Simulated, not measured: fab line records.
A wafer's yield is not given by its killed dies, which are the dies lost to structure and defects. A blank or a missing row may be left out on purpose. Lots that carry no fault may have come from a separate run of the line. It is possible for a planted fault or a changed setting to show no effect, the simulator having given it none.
Split-lot study :: flow n5 finfet :: 7 lots, 39 wafers read, on a route of 1938 steps

== THE SPLIT ITSELF ==
At N5_BEOL_M6_ETCH_62 (etches SOC in N2/H2, target depth 110 nm, overetch 22 nm, time 165 s), the setting time s was moved away from the recipe's 165 s on 12 of the 39 wafers read, by -47.4% to +19.6%. For the rest of the wafers, this setting stayed at what the recipe calls for.

The reading is taken at the split's own step.

== THE READING ==
SiARC_of_BEOL_M6_COAT_60.thk nm (the simulator's own value, which no gauge read), in nm, at N5_BEOL_M6_ETCH_62 (etches SOC in N2/H2, target depth 110 nm, overetch 22 nm, time 165 s). The file does not state a usual value for it. Here, 27 wafers ran the recipe; their average is 28.3 nm with a standard deviation of 0.23 nm.

wafer: L074.1
tool, chamber at the split: rie diel-06, 2
time s as run, s: 165
against the recipe: recipe
SiARC_of_BEOL_M6_COAT_60.thk nm, nm: 28.6
against lot-mates on the recipe: -

wafer: L074.2
tool, chamber at the split: rie diel-06, 1
time s as run, s: 195.3
against the recipe: +18.4%
SiARC_of_BEOL_M6_COAT_60.thk nm, nm: 26.6
against lot-mates on the recipe: -1.7

wafer: L074.3
tool, chamber at the split: rie diel-06, 3
time s as run, s: 195.3
against the recipe: +18.4%
SiARC_of_BEOL_M6_COAT_60.thk nm, nm: 26.8
against lot-mates on the recipe: -1.5

wafer: L074.4
tool, chamber at the split: rie diel-06, 0
time s as run, s: 195.3
against the recipe: +18.4%
SiARC_of_BEOL_M6_COAT_60.thk nm, nm: 27.4
against lot-mates on the recipe: -0.9

wafer: L074.5
tool, chamber at the split: rie diel-06, 1
time s as run, s: 165
against the recipe: recipe
SiARC_of_BEOL_M6_COAT_60.thk nm, nm: 28
against lot-mates on the recipe: -

wafer: L074.6
tool, chamber at the split: rie diel-06, 2
time s as run, s: 165
against the recipe: recipe
SiARC_of_BEOL_M6_COAT_60.thk nm, nm: 28.4
against lot-mates on the recipe: -

wafer: L078.1
tool, chamber at the split: rie diel-04, 2
time s as run, s: 165
against the recipe: recipe
SiARC_of_BEOL_M6_COAT_60.thk nm, nm: 28.2
against lot-mates on the recipe: -

wafer: L078.2
tool, chamber at the split: rie diel-04, 0
time s as run, s: 165
against the recipe: recipe
SiARC_of_BEOL_M6_COAT_60.thk nm, nm: 28.8
against lot-mates on the recipe: -

wafer: L078.3
tool, chamber at the split: rie diel-04, 3
time s as run, s: 165
against the recipe: recipe
SiARC_of_BEOL_M6_COAT_60.thk nm, nm: 28.2
against lot-mates on the recipe: -

wafer: L078.4
tool, chamber at the split: rie diel-04, 1
time s as run, s: 165
against the recipe: recipe
SiARC_of_BEOL_M6_COAT_60.thk nm, nm: 28.4
against lot-mates on the recipe: -

wafer: L078.5
tool, chamber at the split: rie diel-04, 1
time s as run, s: 165
against the recipe: recipe
SiARC_of_BEOL_M6_COAT_60.thk nm, nm: 28.4
against lot-mates on the recipe: -

wafer: L078.6
tool, chamber at the split: rie diel-04, 2
time s as run, s: 165
against the recipe: recipe
SiARC_of_BEOL_M6_COAT_60.thk nm, nm: 28.2
against lot-mates on the recipe: -

wafer: L082.2
tool, chamber at the split: rie diel-05, 3
time s as run, s: 165
against the recipe: recipe
SiARC_of_BEOL_M6_COAT_60.thk nm, nm: 28.8
against lot-mates on the recipe: -

wafer: L082.4
tool, chamber at the split: rie diel-05, 0
time s as run, s: 165
against the recipe: recipe
SiARC_of_BEOL_M6_COAT_60.thk nm, nm: 28.4
against lot-mates on the recipe: -

wafer: L082.5
tool, chamber at the split: rie diel-05, 0
time s as run, s: 165
against the recipe: recipe
SiARC_of_BEOL_M6_COAT_60.thk nm, nm: 28.2
against lot-mates on the recipe: -

wafer: L087.1
tool, chamber at the split: rie diel-06, 1
time s as run, s: 165
against the recipe: recipe
SiARC_of_BEOL_M6_COAT_60.thk nm, nm: 28
against lot-mates on the recipe: -

wafer: L087.2
tool, chamber at the split: rie diel-06, 2
time s as run, s: 165
against the recipe: recipe
SiARC_of_BEOL_M6_COAT_60.thk nm, nm: 28.4
against lot-mates on the recipe: -

wafer: L087.3
tool, chamber at the split: rie diel-06, 0
time s as run, s: 116.7
against the recipe: -29.3%
SiARC_of_BEOL_M6_COAT_60.thk nm, nm: 30.4
against lot-mates on the recipe: +2.1

wafer: L087.4
tool, chamber at the split: rie diel-06, 2
time s as run, s: 165
against the recipe: recipe
SiARC_of_BEOL_M6_COAT_60.thk nm, nm: 28.4
against lot-mates on the recipe: -

wafer: L087.5
tool, chamber at the split: rie diel-06, 1
time s as run, s: 116.7
against the recipe: -29.3%
SiARC_of_BEOL_M6_COAT_60.thk nm, nm: 30.2
against lot-mates on the recipe: +1.9

wafer: L087.6
tool, chamber at the split: rie diel-06, 0
time s as run, s: 116.7
against the recipe: -29.3%
SiARC_of_BEOL_M6_COAT_60.thk nm, nm: 30.6
against lot-mates on the recipe: +2.3

wafer: L091.1
tool, chamber at the split: rie diel-06, 2
time s as run, s: 165
against the recipe: recipe
SiARC_of_BEOL_M6_COAT_60.thk nm, nm: 28.4
against lot-mates on the recipe: -

wafer: L091.2
tool, chamber at the split: rie diel-06, 3
time s as run, s: 165
against the recipe: recipe
SiARC_of_BEOL_M6_COAT_60.thk nm, nm: 28
against lot-mates on the recipe: -

wafer: L091.3
tool, chamber at the split: rie diel-06, 0
time s as run, s: 165
against the recipe: recipe
SiARC_of_BEOL_M6_COAT_60.thk nm, nm: 28.4
against lot-mates on the recipe: -

wafer: L091.4
tool, chamber at the split: rie diel-06, 1
time s as run, s: 165
against the recipe: recipe
SiARC_of_BEOL_M6_COAT_60.thk nm, nm: 28
against lot-mates on the recipe: -

wafer: L091.5
tool, chamber at the split: rie diel-06, 3
time s as run, s: 165
against the recipe: recipe
SiARC_of_BEOL_M6_COAT_60.thk nm, nm: 28
against lot-mates on the recipe: -

wafer: L091.6
tool, chamber at the split: rie diel-06, 0
time s as run, s: 165
against the recipe: recipe
SiARC_of_BEOL_M6_COAT_60.thk nm, nm: 28.4
against lot-mates on the recipe: -

wafer: L093.1
tool, chamber at the split: rie diel-06, 1
time s as run, s: 86.76
against the recipe: -47.4%
SiARC_of_BEOL_M6_COAT_60.thk nm, nm: 31.2
against lot-mates on the recipe: +2.9

wafer: L093.2
tool, chamber at the split: rie diel-06, 0
time s as run, s: 86.76
against the recipe: -47.4%
SiARC_of_BEOL_M6_COAT_60.thk nm, nm: 31.6
against lot-mates on the recipe: +3.3

wafer: L093.3
tool, chamber at the split: rie diel-06, 2
time s as run, s: 165
against the recipe: recipe
SiARC_of_BEOL_M6_COAT_60.thk nm, nm: 28.4
against lot-mates on the recipe: -

wafer: L093.4
tool, chamber at the split: rie diel-06, 3
time s as run, s: 86.76
against the recipe: -47.4%
SiARC_of_BEOL_M6_COAT_60.thk nm, nm: 31.4
against lot-mates on the recipe: +3.1

wafer: L093.5
tool, chamber at the split: rie diel-06, 1
time s as run, s: 165
against the recipe: recipe
SiARC_of_BEOL_M6_COAT_60.thk nm, nm: 28
against lot-mates on the recipe: -

wafer: L093.6
tool, chamber at the split: rie diel-06, 0
time s as run, s: 165
against the recipe: recipe
SiARC_of_BEOL_M6_COAT_60.thk nm, nm: 28.6
against lot-mates on the recipe: -

wafer: L095.1
tool, chamber at the split: rie diel-06, 3
time s as run, s: 165
against the recipe: recipe
SiARC_of_BEOL_M6_COAT_60.thk nm, nm: 28.2
against lot-mates on the recipe: -

wafer: L095.2
tool, chamber at the split: rie diel-06, 2
time s as run, s: 165
against the recipe: recipe
SiARC_of_BEOL_M6_COAT_60.thk nm, nm: 28.4
against lot-mates on the recipe: -

wafer: L095.3
tool, chamber at the split: rie diel-06, 1
time s as run, s: 197.4
against the recipe: +19.6%
SiARC_of_BEOL_M6_COAT_60.thk nm, nm: 26.6
against lot-mates on the recipe: -1.8

wafer: L095.4
tool, chamber at the split: rie diel-06, 0
time s as run, s: 197.4
against the recipe: +19.6%
SiARC_of_BEOL_M6_COAT_60.thk nm, nm: 27.4
against lot-mates on the recipe: -1.0

wafer: L095.5
tool, chamber at the split: rie diel-06, 0
time s as run, s: 165
against the recipe: recipe
SiARC_of_BEOL_M6_COAT_60.thk nm, nm: 28.6
against lot-mates on the recipe: -

wafer: L095.6
tool, chamber at the split: rie diel-06, 1
time s as run, s: 197.4
against the recipe: +19.6%
SiARC_of_BEOL_M6_COAT_60.thk nm, nm: 26.6
against lot-mates on the recipe: -1.8

THE FIT
A straight line over all 39 wafers: SiARC_of_BEOL_M6_COAT_60.thk nm changes by -0.0684 nm for each +1% of time s; r = -0.98; the points scatter about the line by 0.26 nm.
The same after taking each lot's own level away (the mean of its wafers on the recipe; 39 wafers): -0.0692 nm for each +1%; r = -0.98; scatter 0.26 nm.
Per that fit: largest time s move, reading shift of 3.3 nm.
The span of the lots' own levels, 28.20 to 28.47 nm, comes to 1.1 times the standard deviation stated above.
Consequently the slope shifts little with the lot-to-lot level, the two slopes agreeing.
Check: +3.35 nm against its lot-mates is what the line predicts for one of the wafers moved furthest among these (-47.4%) when that wafer is left out of the fit. Against them it came out at +2.87 nm.

== OTHER SPLITS ON THESE WAFERS ==
These wafers also went through other splits before the reading. Each is held against what the fit with the lots' levels taken away leaves over:
other split on the same wafers: N5_BEOL_M1_HM_DEP_02 target thk a
wafers away from the commonest value: 18
r with SiARC_of_BEOL_M6_COAT_60.thk nm (lot level and that fit taken away): +0.15

other split on the same wafers: N5_BEOL_M2_DESCUM_16 time s
wafers away from the commonest value: 9
r with SiARC_of_BEOL_M6_COAT_60.thk nm (lot level and that fit taken away): -0.08

other split on the same wafers: N5_BEOL_M4_PECVD_72 time s
wafers away from the commonest value: 9
r with SiARC_of_BEOL_M6_COAT_60.thk nm (lot level and that fit taken away): -0.03

== THE WHOLE CHAIN: every reading that the file lists as answering this split, in the file's order ==
step: N5_BEOL_M6_ETCH_62
what it does: etches SOC in N2/H2, target depth 110 nm, overetch 22 nm, time 165 s
reading: etch.depth nm (the simulator's own value, which no gauge read)
change (the file's fit): not straight: 70.81 at the lowest setting, 99.9 at the recipe, 100.2 at the highest
r (the file's): not given

step: N5_BEOL_M6_ETCH_62
what it does: etches SOC in N2/H2, target depth 110 nm, overetch 22 nm, time 165 s
reading: SiARC_of_BEOL_M6_COAT_60.thk nm (the simulator's own value, which no gauge read)
change (the file's fit): -0.0689 nm for each +1% of the setting
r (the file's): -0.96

== THE FILE'S OWN FIT ==
SiARC_of_BEOL_M6_COAT_60.thk nm changes by -0.0689 nm for each +1% of time s, r = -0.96.
